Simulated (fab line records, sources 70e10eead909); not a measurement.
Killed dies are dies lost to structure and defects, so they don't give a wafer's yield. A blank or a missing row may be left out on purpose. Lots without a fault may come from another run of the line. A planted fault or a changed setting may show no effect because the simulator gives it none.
fab line records | flow nand_harc
record lots=12 wafers=36 last_day=33
route steps=1302 shown THIN_TSV@1262 END@1302
lots that met no fault: from a run of the same line without faults
start_h: hours from the record's first day to the start of the lot's first wafer shown | wait_h: hours since the lot's step before | " the same as in the row above | L1.1+2: a row that stands for several wafers | - no value, or no start given | * or withheld: withheld | < > ~ a bound
route shown NAME@n: a module of which the file shows steps, and the number in the route of the first | usual: mean/standard deviation of fault-free wafers | same: alike in all rows | chamber/n: place in a boat | sites: the reading at each site | _std_site: their standard deviation | _edge_site: outer sites' mean less inner sites' | radius_mm: how far each site lies from the wafer's centre | mask NAME#n: copy n | behind: the tool/chamber that last shaped the wafer | hold: why the lot was held/for how many hours/how that ended | device: the transistor (n, p or np) that didn't switch | end of line: the same wafers' tests at the end of the route | a step without rows: its recipe alone | killed: dies lost to structure and defects at the first sort, not the wafer's yield | map: a wafer's dies, x killed, . not, _ none there
set.NAME: the setting as run; set.NAME@STEP: as run at that earlier step | model.NAME: the simulator's own value behind a step, which no gauge read
steps of the route over a sample of lots; a table a step, a row a wafer
services: from which hour (start_h, from the record's first day; less than 0 if before it) a tool's chamber was out of use, for how many hours, and why
## steps
# step NHARC_THIN_TSV_ETCH_44
# recipe target_depth_a=15942 time_s=797.1 cf4_flow_sccm=150 o2_flow_sccm=10 ar_flow_sccm=0 rf_w=300 bias_w=800 chemistry=CF4/O2
# usual drypump_motor_current_A=5.9/0.42 oes_product_au=1.002/0.009 rf_vpp_V=797/4.1 showerhead_plenum_p_Torr=1.87/0.065 throttle_valve_pct=16.914/0.0088
# same time_s=797.1
# columns lot.wafer tool chamber start_h wait_h drypump_motor_current_A oes_product_au rf_hours_counter_h rf_vpp_V showerhead_plenum_p_Torr throttle_valve_pct
L489.3 rie_diel-06 1 561.08 0.1 6.4 0.991 2.6 797 1.88 16.914
L489.4 " 3 " " 5.7 0.982 - 799 1.90 16.936
L489.5 " 0 " " 5.8 1.004 - 797 1.88 16.923
L490.3 rie_diel-06 3 567.34 0.4 5.7 0.995 - 800 1.90 16.918
L490.5 " 0 " " 5.9 1.004 - 797 1.88 16.901
L490.6 " 3 " " 5.7 0.979 - 799 1.90 16.916
L491.2 rie_diel-06 2 602.19 0.1 5.5 1.008 3.8 798 1.91 16.908
L491.3 " 3 " " 5.7 0.995 6.3 799 1.90 16.913
L491.4 " 0 " " 5.9 1.013 6.0 797 1.88 16.921
L493.3 rie_diel-06 0 608.63 0.1 5.9 1.008 7.0 797 1.88 16.924
L493.4 " 3 " " 5.7 0.985 7.2 798 1.90 16.921
L493.5 " 1 " " 6.4 0.995 - 797 1.88 16.909
L492.3 rie_diel-08 2 609.79 0.2 5.8 1.006 1.5 787 1.73 16.906
L492.4 " 3 " " 4.8 0.994 2.9 787 1.71 16.902
L492.6 " 0 " " 5.7 1.000 - 793 1.81 16.907
L495.4 rie_diel-08 2 614.22 0.1 5.8 1.006 1.8 788 1.73 16.912
L495.2 " 0 " " 5.7 0.996 3.4 793 1.81 16.916
L495.5 " 2 " " 5.8 1.000 - 788 1.73 16.912
L496.3 rie_diel-07 3 630.50 0.2 5.9 1.002 7.3 795 1.86 16.913
L496.4 " 0 " " 6.4 0.996 7.7 799 1.91 16.911
L496.6 " 1 " " 6.5 0.996 - 801 1.93 16.897
L497.4 rie_diel-06 0 631.70 0.2 5.8 1.011 8.2 798 1.88 16.916
L497.1 " 1 " " 6.4 0.998 5.5 798 1.88 16.914
L497.5 " 2 " " 5.5 1.012 - 799 1.91 16.909
L499.3 rie_diel-08 2 649.19 0.1 5.8 0.997 4.4 788 1.73 16.912
L499.1 " 3 " " 4.8 0.987 5.4 786 1.71 16.915
L499.4 " 1 " " 6.3 1.005 6.0 802 1.95 16.914
L509.1 rie_diel-07 2 756.09 0.1 5.7 0.998 6.2 795 1.87 16.923
L509.3 " 0 " " 6.4 0.991 6.1 799 1.91 16.921
L509.5 " 1 " " 6.5 0.994 - 800 1.93 16.905
L508.4 rie_diel-06 2 757.25 0.1 5.5 0.999 4.1 798 1.90 16.923
L508.1 " 3 " " 5.7 0.998 1.8 798 1.90 16.913
L508.6 " 3 " " 5.7 1.009 - 797 1.90 16.916
L511.4 rie_diel-07 2 782.29 0.1 5.7 0.993 7.0 796 1.87 16.921
L511.1 " 1 " " 6.5 1.011 6.8 798 1.93 16.905
L511.5 " 3 " " 5.9 1.009 - 796 1.85 16.916
# step NHARC_THIN_TSV_ETCH_15
# recipe target_depth_a=30000 bosch_target_overetch_cycles=2 bosch_etch_step_s=2.8 bosch_dep_step_s=1.2 bosch_cycles=14
# usual drypump_motor_current_A=5.8/0.42
# columns lot.wafer tool chamber start_h wait_h drypump_motor_current_A rf_hours_counter_h
L489.4 rie_si-01 3 561.78 - 6.4 0
L489.3 " 0 " " 5.5 0
L489.5 " 2 " " 6.1 -
L490.3 rie_si-01 1 567.92 - 5.9 0.1
L490.6 " 0 " " 5.5 -
L490.5 " 1 " " 5.9 -
L491.2 rie_si-03 0 602.70 - 6.0 0.1
L491.3 " 1 " " 5.1 0.1
L491.4 " 2 " " 6.5 0.0
L493.3 rie_si-05 2 609.23 - 6.0 0.7
L493.4 " 0 " " 5.5 -
L493.5 " 2 " " 6.0 -
L492.4 rie_si-03 0 610.27 - 6.0 0.1
L492.3 " 1 " " 5.1 0.1
L492.6 " 3 " " 5.3 -
L495.2 rie_si-03 3 614.75 - 5.3 0.2
L495.4 " 0 " " 6.0 0.2
L495.5 " 2 " " 6.5 -
L496.3 rie_si-01 2 630.98 - 6.1 0.5
L496.4 " 3 " " 6.4 0.5
L496.6 " 0 " " 5.5 -
L497.4 rie_si-03 0 632.15 - 6.0 0.2
L497.1 " 3 " " 5.3 0.3
L497.5 " 1 " " 5.1 -
L499.1 rie_si-05 3 649.75 - 5.8 0.9
L499.3 " 1 " " 5.3 1.1
L499.4 " 2 " " 6.0 1.0
L509.3 rie_si-05 2 756.61 - 6.0 0.5
L509.1 " 3 " " 5.8 0.5
L509.5 " 2 " " 6.0 -
L508.1 rie_si-05 1 757.82 - 5.3 0.6
L508.4 " 3 " " 5.8 0.5
L508.6 " 1 " " 5.3 -
L511.1 rie_si-01 1 782.86 - 5.9 0.2
L511.4 " 0 " " 5.5 0.3
L511.5 " 2 " " 6.2 -
# step NHARC_THIN_TSV_STRIP_62
# recipe power_w=1500 temp_c=250 time_s=20 chemistry=N2/H2
# usual drypump_motor_current_A=5.5/0.65 heater_power_w=338/29 rf_refl_power_W=30/13 time_s=20/0
# columns lot.wafer tool chamber start_h wait_h drypump_motor_current_A heater_power_w rf_hours_counter_h rf_refl_power_W time_s
L489.4 plasma_asher-01 0 563.65 - 5.3 297 - 45 20
L489.3 " 1 " " 6.6 341 - 37 20
L489.5 " 0 " " 5.4 302 - 45 20
L490.3 plasma_asher-02 0 570.02 0.4 5.0 307 - 27 20
L490.5 " 1 " " 5.0 404 - 11 20
L490.6 " 0 " " 5.0 318 - 27 20
L491.2 plasma_asher-01 1 604.72 - 6.6 334 15 37 20
L491.4 " 0 " " 5.4 310 - 45 20
L491.3 " 1 " " 6.6 341 - 38 20
L493.4 plasma_asher-02 1 612.12 - 5.0 370 - - 20
L493.3 " 0 " " 4.9 318 - - 20
L493.5 " 1 " " 5.0 383 - - 20
L492.3 plasma_asher-01 0 613.54 - 5.4 312 - 45 20
L492.4 " 1 " " 6.6 341 - 37 20
L492.6 " 0 " " 5.4 307 - 45 20
L495.2 plasma_asher-01 1 616.54 - 6.6 339 21 37 20
L495.4 " 0 " " 5.4 311 - 44 20
L495.5 " 1 " " 6.6 337 - 38 20
L496.3 plasma_asher-01 1 632.90 - 6.6 340 - 38 20
L496.4 " 0 " " 5.4 309 - 45 20
L496.6 " 1 " " 6.6 339 - 38 20
L497.1 plasma_asher-02 1 633.96 - 5.0 382 6 10 20
L497.4 " 0 " " 4.9 323 - 27 20
L497.5 " 0 " " 5.0 333 - 27 20
L499.1 plasma_asher-01 1 651.54 - 6.6 344 28 37 20
L499.4 " 1 " " 6.6 340 - 36 20
L499.3 " 0 " " 5.4 311 - 44 20
L509.1 plasma_asher-01 0 758.36 - - - - - -
L509.3 " 0 " " - - - - -
L509.5 " 1 " " - - - - -
L508.1 plasma_asher-01 1 759.60 - - - - - -
L508.4 " 0 " " - - - - -
L508.6 " 0 " " - - - - -
L511.1 plasma_asher-01 1 784.67 - 6.6 340 16 - 20
L511.4 " 0 " " 5.4 315 - - 20
L511.5 " 1 " " 6.6 338 - - 20
# step NHARC_THIN_TSV_DEGAS_49
# recipe temp_c=300 time_s=120
# usual heater_power_w=452/51
# same time_s=120
# columns lot.wafer tool chamber start_h wait_h heater_power_w
L489.3 pvd_sputter-03 - 563.79 0.1 358
L489.4 " - " " 435
L489.5 " - " " 488
L490.3 pvd_sputter-02 - 570.14 0.1 421
L490.5 " - " " 497
L490.6 " - " " 416
L491.3 pvd_sputter-01 - 604.87 0.1 464
L491.4 " - " " 560
L491.2 " - " " 440
L493.4 pvd_sputter-03 - 612.24 0.1 353
L493.3 " - " " 468
L493.5 " - " " 463
L492.4 pvd_sputter-01 - 613.67 0.1 457
L492.3 " - " " 555
L492.6 " - " " 441
L495.2 pvd_sputter-02 - 616.69 0.1 416
L495.4 " - " " 492
L495.5 " - " " 482
L496.3 pvd_sputter-01 - 633.02 0.1 452
L496.4 " - " " 436
L496.6 " - " " 456
L497.1 pvd_sputter-01 - 634.12 0.1 550
L497.4 " - " " 450
L497.5 " - " " 460
L499.3 pvd_sputter-02 - 651.71 0.1 411
L499.4 " - " " 494
L499.1 " - " " 485
L509.1 pvd_sputter-02 - 758.56 0.2 368
L509.3 " - " " 464
L509.5 " - " " 501
L508.4 pvd_sputter-03 - 759.77 0.1 471
L508.1 " - " " 418
L508.6 " - " " 365
L511.1 pvd_sputter-01 - 784.83 0.1 541
L511.4 " - " " 437
L511.5 " - " " 532
# step NHARC_END_SORT_01
# recipe temp_c=25
# usual defect_limited_yield=91.4/2.9 killed_at_array=54/20 killed_at_other=0.9/1.1 killed_at_periphery=3.8/2.4 killed_dies=58/20 killed_open=3.5/1.9 killed_short=2.5/1.6 sort_bin_2_pct=3.1/1.2 sort_bin_3_pct=0.6/0.39 sort_bin_4_pct=4.9/1.7 sort_n_pass=619/20 sort_rim_yield_pct=91/4.3 sort_yield_pct=91.4/2.9
# same gross_dies=677 sort_bin_5_pct[%]=0 sort_bin_6_pct[%]=0 sort_bin_7_pct[%]=0 sort_bin_8_pct[%]=0 sort_rim_n_gross=106.00
# columns lot.wafer tool chamber start_h wait_h defect_limited_yield[%] killed_at_array killed_at_other killed_at_periphery killed_dies killed_open killed_short sort_bin_2_pct[%] sort_bin_3_pct[%] sort_bin_4_pct[%] sort_n_pass sort_rim_yield_pct[%] sort_yield_pct[%]
L497.1 prober-01 0 645.33 2.5 89.4 64 2 6 72 2 1 4.7 0.7 5.2 605 96 89.4
L497.4 prober-01 0 647.71 3.4 90.5 60 1 3 64 2 4 1.9 0.9 6.6 613 91 90.5
L497.5 prober-01 0 648.51 3.7 92.5 46 2 3 51 5 1 3.2 0.1 4.1 626 92 92.5
L509.1 prober-01 0 770.68 2.5 93.9 27 11 3 41 11 4 1.2 0.9 4.0 636 91 93.9
L509.3 prober-01 0 772.26 3.1 92.8 38 9 2 49 6 4 2.5 0.3 4.4 628 93 92.8
L509.5 prober-01 0 773.84 3.7 94.1 29 11 0 40 9 1 1.6 0.1 4.1 637 90 94.1
L508.1 prober-02 0 777.17 2.5 89.1 65 7 2 74 8 3 3.7 0.7 6.5 603 93 89.1
L508.4 prober-02 0 779.58 3.4 89.5 62 8 1 71 13 6 4.4 0.6 5.5 606 94 89.5
L508.6 prober-02 0 781.19 4.0 90.7 58 3 2 63 5 4 4.1 0.3 4.9 614 91 90.7
# killed by level:class
L497.1 A_CHANNEL_HOLE_D1:chamber_film_flake=41 A_CHANNEL_HOLE_D2:chamber_film_flake=17 P_M1:chamber_film_flake=4 P_CONTACT:geometric_particle:open=2 A_DECK1_JOINT:chamber_film_flake=2 HYBRID_BOND:chamber_film_flake=2 A_WL_FILL:geometric_particle:short=1 A_CHANNEL_FILL_D2:chamber_film_flake=1
L497.4 A_CHANNEL_HOLE_D1:chamber_film_flake=34 A_CHANNEL_HOLE_D2:chamber_film_flake=11 A_SLIT:chamber_film_flake=4 A_WL_FILL:chamber_film_flake=3 A_CHANNEL_FILL_D2:geometric_particle:short=2 P_CONTACT:geometric_particle:open=1 P_M0:geometric_particle:short=1 A_CHANNEL_HOLE_D2:geometric_particle:short=1
L497.5 A_CHANNEL_HOLE_D1:chamber_film_flake=21 A_CHANNEL_HOLE_D2:chamber_film_flake=15 A_WL_FILL:chamber_film_flake=2 A_ONON_D1:geometric_particle:open=1 A_CHANNEL_HOLE_D1:geometric_particle:open=1 A_CHANNEL_FILL_D1:geometric_particle:open=1 A_ONON_D2:geometric_particle:short=1 A_CONTACT:geometric_particle:open=1
L509.1 A_CHANNEL_HOLE_D2:chamber_film_flake=13 THIN_TSV:geometric_particle:open=7 A_SLIT:chamber_film_flake=6 THIN_TSV:chamber_film_flake=4 P_CONTACT:geometric_particle:open=1 P_M0:geometric_particle:short=1 P_M1:geometric_particle:open=1 A_ONON_D1:geometric_particle:open=1
L509.3 A_CHANNEL_HOLE_D1:chamber_film_flake=12 A_CHANNEL_HOLE_D2:chamber_film_flake=11 THIN_TSV:geometric_particle:open=4 A_CONTACT:chamber_film_flake=4 A_STAIRCASE:chamber_film_flake=3 A_SLIT:chamber_film_flake=3 THIN_TSV:chamber_film_flake=3 A_CHANNEL_FILL_D1:chamber_film_flake=2
L509.5 A_CHANNEL_HOLE_D2:chamber_film_flake=10 THIN_TSV:geometric_particle:open=6 THIN_TSV:chamber_film_flake=5 A_SLIT:chamber_film_flake=4 A_CONTACT:chamber_film_flake=3 A_CHANNEL_HOLE_D1:chamber_film_flake=2 A_DECK1_JOINT:chamber_film_flake=2 A_STAIRCASE:chamber_film_flake=2
L508.1 A_SLIT:chamber_film_flake=36 A_CHANNEL_HOLE_D1:chamber_film_flake=11 A_CONTACT:chamber_film_flake=6 THIN_TSV:geometric_particle:open=4 A_BLC:chamber_film_flake=4 THIN_TSV:geometric_particle:short=2 A_STAIRCASE:chamber_film_flake=2 P_CONTACT:geometric_particle:open=1
L508.4 A_SLIT:chamber_film_flake=30 A_CHANNEL_HOLE_D1:chamber_film_flake=10 THIN_TSV:geometric_particle:open=8 A_BLC:chamber_film_flake=7 A_CONTACT:chamber_film_flake=5 A_WL_FILL:geometric_particle:short=2 P_M1:geometric_particle:open=1 A_SOURCE_PLATE:geometric_particle:open=1
L508.6 A_SLIT:chamber_film_flake=30 A_CHANNEL_HOLE_D1:chamber_film_flake=7 A_BLC:chamber_film_flake=6 A_CONTACT:chamber_film_flake=4 THIN_TSV:geometric_particle:open=2 A_STAIRCASE:chamber_film_flake=2 P_GATE:geometric_particle:open=1 A_ONON_D1:geometric_particle:short=1
## services
# columns tool chamber start_h hours kind
rie_si-01 - 547.00 9.0 pm
rie_diel-06 2 549.58 25.8 repair
rie_diel-06 - 558.15 0.1 repair
pvd_sputter-01 - 559.06 1.4 repair
rie_diel-06 1 564.18 36.3 repair
rie_si-03 - 575.00 9.0 pm
rie_diel-06 0 575.64 5.1 repair
pvd_sputter-01 - 582.00 10.0 pm
rie_si-05 3 608.48 6.1 repair
plasma_asher-01 - 610.14 1.6 repair
pvd_sputter-02 - 638.00 10.0 pm
rie_si-01 3 656.79 1.7 repair
rie_si-05 - 659.00 9.0 pm
rie_diel-06 - 661.20 9.0 pm
rie_si-01 3 672.04 24.2 repair
plasma_asher-01 - 697.11 9.0 pm
pvd_sputter-02 - 709.67 4.8 repair
plasma_asher-01 - 717.72 0.4 repair
rie_si-01 - 724.00 9.0 pm
rie_diel-06 3 734.73 21.2 repair
rie_diel-06 0 746.49 8.7 repair
rie_si-03 - 752.00 9.0 pm
pvd_sputter-01 - 760.00 10.0 pm
pvd_sputter-01 - 776.66 3.6 repair
## key
first_sign step=NHARC_THIN_TSV_STRIP_62 reading=tool_record direction=missing
effect step=NHARC_END_SORT_01 reading=killed_at_other direction=up sigmas=6.9 usual=0.9 struck=8.2
met_at NHARC_THIN_TSV_STRIP_62
struck_lots L508,L509
not_acting_at NHARC_THIN_TSV_ETCH_44,NHARC_THIN_TSV_ETCH_15,NHARC_THIN_TSV_DEGAS_49
onset_between 651.54 758.36
fault kind=skipped_step_whole tool=plasma_asher-01 chamber=- onset_h=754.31 steps=NHARC_THIN_TSV_STRIP_62 scope=struck_lots_only
